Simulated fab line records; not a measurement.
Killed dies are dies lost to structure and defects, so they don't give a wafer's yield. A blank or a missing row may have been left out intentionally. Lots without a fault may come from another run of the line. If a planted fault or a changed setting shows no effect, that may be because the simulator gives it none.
Which tool is to blame?	flow nand_harc	72 wafers from 24 lots sampled at 6 of the route's 1302 steps

== WHAT THE GAUGES SHOWED, per wafer ==
NHARC_A_CONTACT_OVL_MEAS_43. Usual: overlay_x_nm -0.1 nm, standard deviation 0.9; overlay_y_nm 0.1 nm, standard deviation 0.84.
lot	measured	on	overlay_x_nm (nm)	overlay_y_nm (nm)	flag
L075	day 21 23:19	overlay-01	-1.1 -0.1 -1.3	-0.2 0.1 -0.6	
L074	day 22 05:16	overlay-01	-0.7 -0.7 -0.3	1.1 1.0 1.1	
L076	day 21 23:01	overlay-02	-0.6 0.3 -0.4	0.0 -0.1 -0.8	
L077	day 22 09:53	overlay-02	-1.3 -2.2 -1.2	1.7 1.5 1.5	
L078	day 22 10:05	overlay-01	1.5 1.7 1.5	1.4 1.3 1.3	
L080	day 22 20:42	overlay-01	0.7 0.4 0.5	0.7 0.2 -0.6	
L079	day 23 07:10	overlay-02	-1.9 -1.1 -1.5	-1.1 -1.0 -1.5	
L084	day 24 22:00	overlay-01	0.9 1.4 1.8	-0.1 -0.5 -0.4	
L082	day 25 01:19	overlay-02	0.4 0.2 0.7	0.1 0.2 0.1	
L083	day 25 08:41	overlay-02	1.6 1.1 1.4	0.7 0.2 0.6	
L081	day 25 08:10	overlay-02	0.6 0.1 0.0	-1.1 -0.7 -0.6	
L085	day 25 20:28	overlay-02	-0.1 -0.1 -0.3	-0.9 -0.1 -1.0	
L086	day 26 00:30	overlay-02	-1.6 -1.1 -1.3	0.4 -0.6 0.1	
L088	day 26 23:55	overlay-01	-0.6 0.1 0.2	0.6 -0.1 0.3	
L089	day 27 04:33	overlay-01	-0.4 -0.1 0.3	-1.7 -1.2 -1.2	
L087	day 27 10:33	overlay-01	0.2 0.2 0.1	-0.7 -0.3 -0.6	
L091	day 27 23:00	overlay-02	-0.2 -0.5 -0.4	1.1 0.7 0.7	
L090	day 28 02:01	overlay-02	0.6 -0.7 -0.3	0.8 0.9 0.9	
L092	day 28 06:32	overlay-02	1.1 1.2 0.8	-0.6 -1.0 -0.8	
L093	day 28 22:14	overlay-02	1.3 0.9 1.1	-0.1 0.5 0.0	
L094	day 28 20:57	overlay-01	-0.5 -0.3 -0.3	-1.3 -0.5 -0.9	
L097	day 30 09:41	overlay-02	0.1 0.0 0.0	-0.2 -0.2 -0.4	
L096	day 30 15:18	overlay-02	-1.2 -1.1 -1.5	0.9 1.0 0.9	
L095	day 31 04:01	overlay-02	0.3 -0.1 0.8	1.1 1.0 0.6	

NHARC_A_CONTACT_CD_MEAS_69 targets a cd of 300 nm. Usual: cd_nm reads 299.8 nm (standard deviation 0.5).
lot	measured	on	cd_nm (nm)	flag
L075	day 22 10:08	cd_sem-03	300.7 299.4 301.1	
L074	day 22 16:47	cd_sem-01	299.7 299.4 300.2	
L076	day 22 13:14	cd_sem-03	300.3 300.7 300.6	
L077	day 22 20:07	cd_sem-01	300.6 299.6 300.4	
L078	day 22 20:22	cd_sem-03	299.7 299.2 300.3	
L080	day 23 10:16	cd_sem-02	300.5 301.1 300.6	
L079	day 23 18:11	cd_sem-03	300.5 300.1 299.6	
L084	day 25 08:07	cd_sem-02	300.2 300.3 300.2	
L082	day 25 13:49	cd_sem-02	299.7 300.2 299.2	
L083	day 25 20:28	cd_sem-02	299.4 300.3 300.2	
L081	day 25 20:29	cd_sem-01	299.0 300.0 299.5	
L085	day 26 07:12	cd_sem-03	300.0 299.7 299.5	
L086	day 26 15:55	cd_sem-02	300.3 298.9 299.8	
L088	day 27 10:05	cd_sem-02	299.8 299.1 299.4	
L089	day 27 16:04	cd_sem-01	299.8 299.5 299.6	
L087	day 27 21:05	cd_sem-01	299.2 299.3 299.9	
L091	day 28 09:05	cd_sem-02	299.5 299.7 299.7	
L090	day 28 12:41	cd_sem-02	298.9 300.4 300.1	
L092	day 28 16:40	cd_sem-03	300.5 300.2 301.0	
L093	day 29 12:37	cd_sem-03	299.1 300.1 299.0	
L094	day 29 09:30	cd_sem-02	299.5 299.0 299.9	
L097	day 30 21:34	cd_sem-01	299.9 299.7 300.3	
L096	day 31 02:11	cd_sem-01	299.4 299.7 299.5	
L095	day 31 15:03	cd_sem-01	299.3 299.8 299.2	

== WHICH TOOL RAN EACH LOT (tool, then ch and the chambers of the sampled wafers, then the start) ==
lot	NHARC_A_SGD_CUT_ETCHBACK_24	NHARC_A_CONTACT_ETCH_49	NHARC_A_CONTACT_ETCH_120	NHARC_A_CONTACT_ETCH_121
L075	rie_diel-10 ch 1,2,3, day 20 03:26	rie_diel-01 ch 0,2,3, day 22 02:50 or earlier	har_cap_etch-02 ch 0,1, day 22 02:50	har_cap_etch-02 ch 0,1, day 22 03:00
L074	rie_diel-10 ch 1,3, day 20 07:28	rie_diel-04 ch 1,2,3, day 22 08:49 or earlier	har_cap_etch-02 ch 0,1, day 22 08:49	har_cap_etch-02 ch 0,1, day 22 08:59
L076	rie_diel-06 ch 1,2,3, day 20 07:28	rie_diel-04 ch 0,2, day 22 02:53 or earlier	har_cap_etch-03 ch 0,1, day 22 02:53	har_cap_etch-03 ch 0,1, day 22 03:03
L077	rie_diel-06 ch 0,1,2, day 20 07:35	rie_diel-08 ch 2,3, day 22 13:22 or earlier	har_cap_etch-01 ch 1, day 22 13:22	har_cap_etch-01 ch 1, day 22 13:32
L078	rie_diel-06 ch 0,1,3, day 20 10:52	rie_diel-04 ch 1,2,3, day 22 13:37 or earlier	har_cap_etch-03 ch 0,1, day 22 13:37	har_cap_etch-03 ch 0,1, day 22 13:47
L080	rie_diel-03 ch 0,2,3, day 21 00:14	rie_diel-04 ch 0,1,3, day 23 01:40 or earlier	har_cap_etch-03 ch 0,1, day 23 01:40	har_cap_etch-03 ch 0,1, day 23 01:50
L079	rie_diel-10 ch 0,1,3, day 21 11:49	rie_diel-01 ch 0,2,3, day 23 10:40 or earlier	har_cap_etch-02 ch 0,1, day 23 10:40	har_cap_etch-02 ch 0,1, day 23 10:50
L084	rie_diel-06 ch 0,1,2, day 23 03:35	rie_diel-08 ch 2,3, day 25 01:30 or earlier	har_cap_etch-03 ch 0, day 25 01:30	har_cap_etch-03 ch 0, day 25 01:40
L082	rie_diel-10 ch 0,2,3, day 23 03:35	rie_diel-04 ch 1,2, day 25 05:11 or earlier	har_cap_etch-02 ch 0,1, day 25 05:11	har_cap_etch-02 ch 0,1, day 25 05:21
L083	rie_diel-10 ch 0,1,2, day 23 08:35	rie_diel-01 ch 0,1,2, day 25 12:44 or earlier	har_cap_etch-02 ch 0,1, day 25 12:44	har_cap_etch-02 ch 0,1, day 25 12:58
L081	rie_diel-06 ch 0,2,3, day 23 08:35	rie_diel-04 ch 2,3, day 25 12:01 or earlier	har_cap_etch-03 ch 0,1, day 25 12:01	har_cap_etch-03 ch 0,1, day 25 12:11
L085	rie_diel-03 ch 0,1,2, day 23 23:51	rie_diel-04 ch 1,2,3, day 26 00:23 or earlier	har_cap_etch-03 ch 0,1, day 26 00:23	har_cap_etch-03 ch 0,1, day 26 00:33
L086	rie_diel-10 ch 0,3, day 23 23:52	rie_diel-08 ch 0,1,3, day 26 04:04 or earlier	har_cap_etch-01 ch 0,1, day 26 04:04	har_cap_etch-01 ch 0,1, day 26 04:14
L088	rie_diel-03 ch 0,3, day 24 23:19	rie_diel-08 ch 0,1,3, day 27 03:23 or earlier	har_cap_etch-03 ch 0,1, day 27 03:23	har_cap_etch-03 ch 0,1, day 27 03:34
L089	rie_diel-06 ch 0,1, day 25 06:05	rie_diel-04 ch 0,1, day 27 08:35 or earlier	har_cap_etch-02 ch 0,1, day 27 08:35	har_cap_etch-02 ch 0,1, day 27 08:49
L087	rie_diel-03 ch 0,2,3, day 25 06:08	rie_diel-08 ch 1,3, day 27 14:02 or earlier	har_cap_etch-03 ch 0,1, day 27 14:02	har_cap_etch-03 ch 0,1, day 27 14:13
L091	rie_diel-06 ch 0,2,3, day 26 02:37	rie_diel-04 ch 0,2,3, day 28 02:29 or earlier	har_cap_etch-02 ch 0,1, day 28 02:29	har_cap_etch-02 ch 0,1, day 28 02:39
L090	rie_diel-03 ch 0,2, day 26 02:37	rie_diel-04 ch 1,2,3, day 28 05:39 or earlier	har_cap_etch-03 ch 0,1, day 28 05:39	har_cap_etch-03 ch 0,1, day 28 05:49
L092	rie_diel-06 ch 1,2,3, day 26 02:46	rie_diel-04 ch 0,2,3, day 28 10:04 or earlier	har_cap_etch-01 ch 0,1, day 28 10:04	har_cap_etch-01 ch 0,1, day 28 10:15
L093	rie_diel-10 ch 0,1,2, day 27 00:52	rie_diel-08 ch 0,1,3, day 29 01:44 or earlier	har_cap_etch-01 ch 0,1, day 29 01:44	har_cap_etch-01 ch 0,1, day 29 01:54
L094	rie_diel-06 ch 0,2,3, day 27 00:53	rie_diel-04 ch 0,1,2, day 29 00:28 or earlier	har_cap_etch-02 ch 0,1, day 29 00:28	har_cap_etch-02 ch 0,1, day 29 00:38
L097	rie_diel-03 ch 2,3, day 28 14:01	rie_diel-04 ch 1,2, day 30 13:43 or earlier	har_cap_etch-03 ch 0,1, day 30 13:43	har_cap_etch-03 ch 0,1, day 30 13:56
L096	rie_diel-03 ch 0,3, day 28 14:05	rie_diel-08 ch 0,3, day 30 18:53 or earlier	har_cap_etch-02 ch 0,1, day 30 18:53	har_cap_etch-02 ch 0,1, day 30 19:03
L095	rie_diel-10 ch 1,3, day 29 08:05	rie_diel-04 ch 2,3, day 31 07:33 or earlier	har_cap_etch-02 ch 0,1, day 31 07:33	har_cap_etch-02 ch 0,1, day 31 07:43
- NHARC_A_SGD_CUT_ETCHBACK_24: etches the open film in CH3F/O2, target depth 50 nm, time 92.857 s.
- NHARC_A_CONTACT_ETCH_49: etches the open film in N2/H2, target depth 260 nm, time 475.3 s.
- NHARC_A_CONTACT_ETCH_120: etches the open film in C4F8/O2/Ar, time 190 s, target depth 1850 nm.
- NHARC_A_CONTACT_ETCH_121: etches the open film in C4F8/O2/Ar, time 190 s, target depth 1850 nm.

== AS READ BY THE TOOLS THEMSELVES (means over the sampled wafers that have a number; for cases with no such wafer, the mark the record gives instead) ==
NHARC_A_SGD_CUT_ETCHBACK_24. Usual: drypump_motor_current_A 5.7 A, standard deviation 0.35; oes_product_au 0.96 a.u., standard deviation 0.038; rf_fwd_power_W 497.1 W, standard deviation 1.9; rf_vpp_V 244.7 V, standard deviation 1.6; showerhead_plenum_p_Torr 2.48 Torr, standard deviation 0.1; throttle_valve_pct 20.664 %, standard deviation 0.0095.
lot	tool	drypump_motor_current_A (A)	oes_product_au (a.u.)	rf_fwd_power_W (W)	rf_vpp_V (V)	showerhead_plenum_p_Torr (Torr)	throttle_valve_pct (%)	flag
L075	rie_diel-10	5.8	0.99	496.7	245.4	2.50	20.669	
L074	rie_diel-10	6.0	1.02	496.4	245.7	2.53	20.674	
L076	rie_diel-06	5.4	0.93	498.4	245.8	2.52	20.670	
L077	rie_diel-06	5.4	0.95	498.2	246.1	2.60	20.665	
L078	rie_diel-06	5.6	0.92	497.6	244.9	2.48	20.665	
L080	rie_diel-03	5.8	1.01	497.6	244.3	2.45	20.664	
L079	rie_diel-10	5.8	1.00	497.4	244.2	2.47	20.653	
L084	rie_diel-06	5.4	0.93	495.9	246.2	2.59	20.662	
L082	rie_diel-10	5.8	0.91	497.3	244.9	2.46	20.672	
L083	rie_diel-10	5.6	1.00	496.4	244.1	2.45	20.662	
L081	rie_diel-06	5.6	1.00	496.1	244.5	2.48	20.661	
L085	rie_diel-03	6.0	1.01	497.3	243.3	2.46	20.662	
L086	rie_diel-10	5.8	0.91	498.3	244.5	2.43	20.662	
L088	rie_diel-03	5.8	1.00	496.1	243.2	2.43	20.661	
L089	rie_diel-06	5.6	0.93	499.0	245.3	2.54	20.669	
L087	rie_diel-03	5.8	0.93	496.4	244.0	2.45	20.654	
L091	rie_diel-06	5.6	0.99	497.7	244.8	2.48	20.670	
L090	rie_diel-03	5.9	0.93	498.2	244.9	2.48	20.665	
L092	rie_diel-06	5.4	0.93	497.6	245.7	2.52	20.662	
L093	rie_diel-10	5.6	1.00	497.3	244.0	2.45	20.659	
L094	rie_diel-06	5.6	0.99	496.7	245.2	2.48	20.668	
L097	rie_diel-03	5.8	0.98	498.5	245.4	2.47	20.666	
L096	rie_diel-03	5.7	0.91	494.6	245.0	2.42	20.661	
L095	rie_diel-10	6.0	0.93	496.6	245.3	2.52	20.669	

NHARC_A_CONTACT_ETCH_49. Usual: drypump_motor_current_A 5.9 A, standard deviation 0.3; oes_product_au 1.001 a.u., standard deviation 0.011; rf_fwd_power_W 399.4 W, standard deviation 1.3; rf_vpp_V 431.4 V, standard deviation 2.2; showerhead_plenum_p_Torr 2.07 Torr, standard deviation 0.07; throttle_valve_pct 14.172 %, standard deviation 0.0078.
lot	tool	drypump_motor_current_A (A)	oes_product_au (a.u.)	rf_fwd_power_W (W)	rf_vpp_V (V)	showerhead_plenum_p_Torr (Torr)	throttle_valve_pct (%)	flag
L075	rie_diel-01	5.8	1.004	400.4	430.5	2.02	14.168	
L074	rie_diel-04	6.0	1.002	400.6	433.6	2.12	14.174	
L076	rie_diel-04	6.3	0.997	398.2	431.3	2.08	14.168	
L077	rie_diel-08	5.7	1.007	398.4	429.6	2.00	14.170	
L078	rie_diel-04	6.0	1.012	400.7	432.0	2.12	14.169	
L080	rie_diel-04	6.2	1.010	399.4	432.1	2.08	14.177	
L079	rie_diel-01	5.8	1.006	400.3	429.5	2.02	14.173	
L084	rie_diel-08	5.7	1.009	397.7	429.2	1.98	14.172	
L082	rie_diel-04	6.0	0.994	399.5	433.0	2.12	14.174	
L083	rie_diel-01	5.8	1.000	399.0	434.5	2.16	14.174	
L081	rie_diel-04	6.0	0.995	399.0	432.8	2.14	14.171	
L085	rie_diel-04	6.0	0.995	399.6	432.2	2.11	14.165	
L086	rie_diel-08	5.6	1.002	399.7	430.2	2.04	14.179	
L088	rie_diel-08	5.6	0.998	398.4	430.7	2.04	14.172	
L089	rie_diel-04	6.2	0.999	399.8	430.3	2.05	14.170	
L087	rie_diel-08	5.7	0.992	397.5	430.3	2.05	14.176	
L091	rie_diel-04	6.1	0.993	398.9	431.8	2.11	14.172	
L090	rie_diel-04	6.0	1.002	400.2	432.0	2.11	14.165	
L092	rie_diel-04	6.1	0.996	397.8	432.4	2.11	14.162	
L093	rie_diel-08	5.6	1.012	398.1	430.2	2.03	14.172	
L094	rie_diel-04	6.2	0.995	400.1	431.4	2.08	14.176	
L097	rie_diel-04	6.0	0.991	400.4	432.7	2.11	14.171	
L096	rie_diel-08	5.6	1.009	398.3	428.7	1.99	14.167	
L095	rie_diel-04	6.0	0.987	399.1	433.7	2.14	14.175	

== THE ANSWER, worked out from the rows above alone ==
Rule: lot off if the mean of its wafers having a number is beyond 3 standard deviations from the usual mean. A lot without any number at a reading at which 4 lots or more have one is off too. Any other lot the step has rows for is counted as sound. The gauges are gone through in route order, then the tools' own readings, and for those a lot's mean is taken as printed above. The first step at which some lot is off is used, and at that step the reading that is off furthest; a lot without a number counts as furthest.
Nothing can be told from this: no lot is off at any reading shown.

== WHAT HAD BEEN PUT IN BY THE SIMULATOR ==
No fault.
